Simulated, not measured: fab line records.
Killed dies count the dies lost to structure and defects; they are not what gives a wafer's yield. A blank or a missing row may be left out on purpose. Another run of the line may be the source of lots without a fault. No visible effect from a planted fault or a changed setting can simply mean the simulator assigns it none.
Chamber matching + flow n5-finfet + ald-sin-01 running N5_BEOL_M3_ALD_98: 4 sister chambers
The step deposits SiO2, target thk 2.5 nm, pulse time 1 s, co reactant pulse time 1 s. 22 wafers are shown with their chamber, then 11 later ones without.

EACH WAFER AND ITS CHAMBER
| wafer  | chamber | heater-power-w (W) | heater-power-outer-w (W) | precursor-pulse-height-rel |
|--------|---------|--------------------|--------------------------|----------------------------|
| L076.1 | 2       | 77                 | 39                       | 1.017                      |
| L076.2 | 3       | 74                 | 40                       | 1.024                      |
| L076.4 | 1       | 71                 | 37                       | 1.012                      |
| L081.2 | 0       | 65                 | 35                       | 1.003                      |
| L081.4 | 2       | 75                 | 42                       | 0.980                      |
| L081.5 | 3       | 74                 | 39                       | 1.032                      |
| L080.1 | 3       | 75                 | 39                       | 1.009                      |
| L080.2 | 2       | 75                 | 40                       | 0.989                      |
| L080.4 | 0       | 65                 | 36                       | 1.018                      |
| L083.1 | 2       | 75                 | 40                       | 0.995                      |
| L083.2 | 1       | 73                 | 38                       | 0.970                      |
| L083.6 | 0       | 63                 | 36                       | 0.979                      |
| L087.1 | 1       | 72                 | 39                       | 0.983                      |
| L087.3 | 0       | 65                 | 36                       | 1.016                      |
| L087.4 | 2       | 76                 | 42                       | 0.960                      |
| L088.1 | 0       | 65                 | 36                       | 0.995                      |
| L088.4 | 2       | 76                 | 42                       | 1.004                      |
| L088.5 | 2       | 75                 | 41                       | 1.034                      |
| L090.3 | 1       | 71                 | 38                       | 1.017                      |
| L090.4 | 3       | 75                 | 40                       | 0.998                      |
| L090.6 | 0       | 66                 | 35                       | 0.969                      |
| L089.3 | 2       | 75                 | 39                       | 0.985                      |

SIGNATURES (averages over the wafers above)
| reading                    | chamber 0 | chamber 1 | chamber 2 | chamber 3 | scatter within a chamber |
|----------------------------|-----------|-----------|-----------|-----------|--------------------------|
| heater-power-w             | 64.83     | 71.75     | 75.50     | 74.50     | 0.836                    |
| heater-power-outer-w       | 35.67     | 38.00     | 40.62     | 39.50     | 0.949                    |
| precursor-pulse-height-rel | 0.99667   | 0.99550   | 0.99550   | 1.01575   | 0.0209                   |
Rule: a wafer lies at a distance from a chamber equal to the root of the sum of squares, over the readings, of (its reading less the chamber's mean, divided by the reading's scatter). If the next closest chamber is less than 2 further off than the closest, the wafer can't be placed; otherwise it belongs to the closest. The scatter is the square root of a quotient: the sum, over the shown wafers, of each reading's squared deviation from its chamber's mean, divided by wafers minus chambers.

WAFERS MISSING THEIR CHAMBER
| wafer  | heater-power-w (W) | heater-power-outer-w (W) | precursor-pulse-height-rel |
|--------|--------------------|--------------------------|----------------------------|
| L089.5 | 77                 | 40                       | 0.990                      |
| L089.6 | 71                 | 38                       | 0.994                      |
| L091.2 | 75                 | 40                       | 0.980                      |
| L091.3 | 65                 | 36                       | 1.008                      |
| L091.6 | 76                 | 41                       | 0.994                      |
| L095.2 | 75                 | 41                       | 0.987                      |
| L095.3 | 72                 | 39                       | 1.016                      |
| L095.4 | 65                 | 36                       | 0.990                      |
| L096.3 | 73                 | 39                       | 0.984                      |
| L096.5 | 70                 | 38                       | 0.990                      |
| L096.6 | 63                 | 36                       | 0.994                      |

EACH ONE'S CHAMBER
| wafer  | from the rows above          | in truth |
|--------|------------------------------|----------|
| L089.5 | can't be placed: 2 or 3      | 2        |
| L089.6 | 1                            | 1        |
| L091.2 | can't be placed: 2 or 3      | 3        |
| L091.3 | 0                            | 0        |
| L091.6 | can't be placed: 2 or 3      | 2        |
| L095.2 | can't be placed: 2 or 3      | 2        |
| L095.3 | can't be placed: 1 or 3      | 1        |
| L095.4 | 0                            | 0        |
| L096.3 | can't be placed: 1 or 3 or 2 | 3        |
| L096.5 | 1                            | 1        |
| L096.6 | 0                            | 0        |
5 of 11 placed correctly. These rows do not allow placing 6 (true chamber among the candidates in 6). Number placed wrongly: 0.
